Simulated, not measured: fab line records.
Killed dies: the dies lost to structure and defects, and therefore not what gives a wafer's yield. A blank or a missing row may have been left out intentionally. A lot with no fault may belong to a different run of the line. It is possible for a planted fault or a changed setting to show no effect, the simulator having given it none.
Matching of chambers || flow n5Finfet || 4 sister chambers for N5_ILD0_CMP_03 on cmp-04
The step polishes, stops on SiNx, t overpolish 1.9 s, target thk 197.38 nm. 24 wafers are shown with their chamber, then 12 later ones without.

== WAFERS PAIRED WITH THEIR CHAMBERS ==
{"wafer": "L075.1", "chamber": 2, "motorCurrentA (A)": 14.6, "slurryFlowMlMin": 149.8, "timeToEndpointS (s)": 67}
{"wafer": "L075.4", "chamber": 0, "motorCurrentA (A)": 11.5, "slurryFlowMlMin": 150.3, "timeToEndpointS (s)": 66}
{"wafer": "L075.5", "chamber": 2, "motorCurrentA (A)": 14.5, "slurryFlowMlMin": 150.5, "timeToEndpointS (s)": 68}
{"wafer": "L077.2", "chamber": 2, "motorCurrentA (A)": 14.3, "slurryFlowMlMin": 150.0, "timeToEndpointS (s)": 68}
{"wafer": "L077.3", "chamber": 0, "motorCurrentA (A)": 10.4, "slurryFlowMlMin": 150.2, "timeToEndpointS (s)": 67}
{"wafer": "L077.4", "chamber": 3, "motorCurrentA (A)": 13.0, "slurryFlowMlMin": 149.7, "timeToEndpointS (s)": 68}
{"wafer": "L080.3", "chamber": 3, "motorCurrentA (A)": 12.9, "slurryFlowMlMin": 149.7, "timeToEndpointS (s)": 70}
{"wafer": "L080.4", "chamber": 1, "motorCurrentA (A)": 14.8, "slurryFlowMlMin": 150.4, "timeToEndpointS (s)": 67}
{"wafer": "L080.5", "chamber": 3, "motorCurrentA (A)": 13.8, "slurryFlowMlMin": 150.8, "timeToEndpointS (s)": 71}
{"wafer": "L082.1", "chamber": 2, "motorCurrentA (A)": 13.9, "slurryFlowMlMin": 150.9, "timeToEndpointS (s)": 69}
{"wafer": "L082.4", "chamber": 3, "motorCurrentA (A)": 13.6, "slurryFlowMlMin": 151.0, "timeToEndpointS (s)": 67}
{"wafer": "L082.6", "chamber": 2, "motorCurrentA (A)": 14.4, "slurryFlowMlMin": 150.7, "timeToEndpointS (s)": 66}
{"wafer": "L084.1", "chamber": 1, "motorCurrentA (A)": 14.1, "slurryFlowMlMin": 150.5, "timeToEndpointS (s)": 69}
{"wafer": "L084.2", "chamber": 0, "motorCurrentA (A)": 11.2, "slurryFlowMlMin": 149.5, "timeToEndpointS (s)": 67}
{"wafer": "L084.6", "chamber": 3, "motorCurrentA (A)": 13.4, "slurryFlowMlMin": 150.7, "timeToEndpointS (s)": 65}
{"wafer": "L088.2", "chamber": 1, "motorCurrentA (A)": 14.8, "slurryFlowMlMin": 150.7, "timeToEndpointS (s)": 71}
{"wafer": "L088.5", "chamber": 1, "motorCurrentA (A)": 14.4, "slurryFlowMlMin": 149.7, "timeToEndpointS (s)": 69}
{"wafer": "L088.6", "chamber": 0, "motorCurrentA (A)": 11.1, "slurryFlowMlMin": 149.7, "timeToEndpointS (s)": 70}
{"wafer": "L089.1", "chamber": 3, "motorCurrentA (A)": 13.3, "slurryFlowMlMin": 148.8, "timeToEndpointS (s)": 68}
{"wafer": "L089.4", "chamber": 0, "motorCurrentA (A)": 10.5, "slurryFlowMlMin": 149.6, "timeToEndpointS (s)": 71}
{"wafer": "L089.6", "chamber": 0, "motorCurrentA (A)": 11.0, "slurryFlowMlMin": 149.5, "timeToEndpointS (s)": 70}
{"wafer": "L090.2", "chamber": 3, "motorCurrentA (A)": 13.7, "slurryFlowMlMin": 149.4, "timeToEndpointS (s)": 66}
{"wafer": "L090.3", "chamber": 2, "motorCurrentA (A)": 13.4, "slurryFlowMlMin": 150.4, "timeToEndpointS (s)": 66}
{"wafer": "L090.6", "chamber": 3, "motorCurrentA (A)": 14.6, "slurryFlowMlMin": 150.0, "timeToEndpointS (s)": 68}

SIGNATURES (means of the wafers above)
{"reading": "motorCurrentA", "chamber 0": 10.950, "chamber 1": 14.525, "chamber 2": 14.183, "chamber 3": 13.537, "scatter within a chamber": 0.462}
{"reading": "slurryFlowMlMin", "chamber 0": 149.800, "chamber 1": 150.325, "chamber 2": 150.383, "chamber 3": 150.012, "scatter within a chamber": 0.556}
{"reading": "timeToEndpointS", "chamber 0": 68.50, "chamber 1": 69.00, "chamber 2": 67.33, "chamber 3": 67.88, "scatter within a chamber": 1.78}
Rule: distance of a wafer from a chamber = root of the sum over the readings of ((wafer's reading minus chamber's mean) / reading's scatter) squared. The wafer belongs to the nearest chamber; if the next one is less than 2 further off, it can't be placed. The scatter: the root of (the sum of the squares of (reading less its chamber's mean) over the shown wafers, divided by (wafers less chambers)).

== WAFERS MISSING THEIR CHAMBER ==
{"wafer": "L092.2", "motorCurrentA (A)": 13.4, "slurryFlowMlMin": 150.3, "timeToEndpointS (s)": 70}
{"wafer": "L092.4", "motorCurrentA (A)": 13.9, "slurryFlowMlMin": 150.6, "timeToEndpointS (s)": 71}
{"wafer": "L092.5", "motorCurrentA (A)": 13.9, "slurryFlowMlMin": 149.7, "timeToEndpointS (s)": 70}
{"wafer": "L093.1", "motorCurrentA (A)": 14.9, "slurryFlowMlMin": 149.8, "timeToEndpointS (s)": 70}
{"wafer": "L093.5", "motorCurrentA (A)": 13.9, "slurryFlowMlMin": 149.6, "timeToEndpointS (s)": 67}
{"wafer": "L093.6", "motorCurrentA (A)": 13.9, "slurryFlowMlMin": 150.3, "timeToEndpointS (s)": 70}
{"wafer": "L095.2", "motorCurrentA (A)": 14.2, "slurryFlowMlMin": 149.9, "timeToEndpointS (s)": 66}
{"wafer": "L095.4", "motorCurrentA (A)": 13.2, "slurryFlowMlMin": 150.6, "timeToEndpointS (s)": 67}
{"wafer": "L095.5", "motorCurrentA (A)": 13.4, "slurryFlowMlMin": 149.8, "timeToEndpointS (s)": 70}
{"wafer": "L097.3", "motorCurrentA (A)": 13.6, "slurryFlowMlMin": 150.3, "timeToEndpointS (s)": 71}
{"wafer": "L097.4", "motorCurrentA (A)": 14.6, "slurryFlowMlMin": 150.3, "timeToEndpointS (s)": 73}
{"wafer": "L097.6", "motorCurrentA (A)": 14.2, "slurryFlowMlMin": 150.6, "timeToEndpointS (s)": 69}

== CHAMBER TAKEN BY EACH ==
{"wafer": "L092.2", "from the rows above": "can't be placed: 3 or 2 or 1", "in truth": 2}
{"wafer": "L092.4", "from the rows above": "can't be placed: 1 or 2 or 3", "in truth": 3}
{"wafer": "L092.5", "from the rows above": "can't be placed: 3 or 1 or 2", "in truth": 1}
{"wafer": "L093.1", "from the rows above": "can't be placed: 1 or 2 or 3", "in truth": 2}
{"wafer": "L093.5", "from the rows above": "can't be placed: 3 or 2 or 1", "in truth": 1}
{"wafer": "L093.6", "from the rows above": "can't be placed: 1 or 3 or 2", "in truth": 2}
{"wafer": "L095.2", "from the rows above": "can't be placed: 2 or 3 or 1", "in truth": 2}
{"wafer": "L095.4", "from the rows above": "can't be placed: 3 or 2 or 1", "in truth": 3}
{"wafer": "L095.5", "from the rows above": "can't be placed: 3 or 2 or 1", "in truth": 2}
{"wafer": "L097.3", "from the rows above": "can't be placed: 3 or 1 or 2", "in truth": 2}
{"wafer": "L097.4", "from the rows above": "can't be placed: 1 or 2 or 3", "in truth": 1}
{"wafer": "L097.6", "from the rows above": "can't be placed: 1 or 2 or 3", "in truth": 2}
Correct placement for 0 of the 12. Can't be placed from these rows: 12 (the true chamber is among the candidates in 12). 0 placed wrongly.
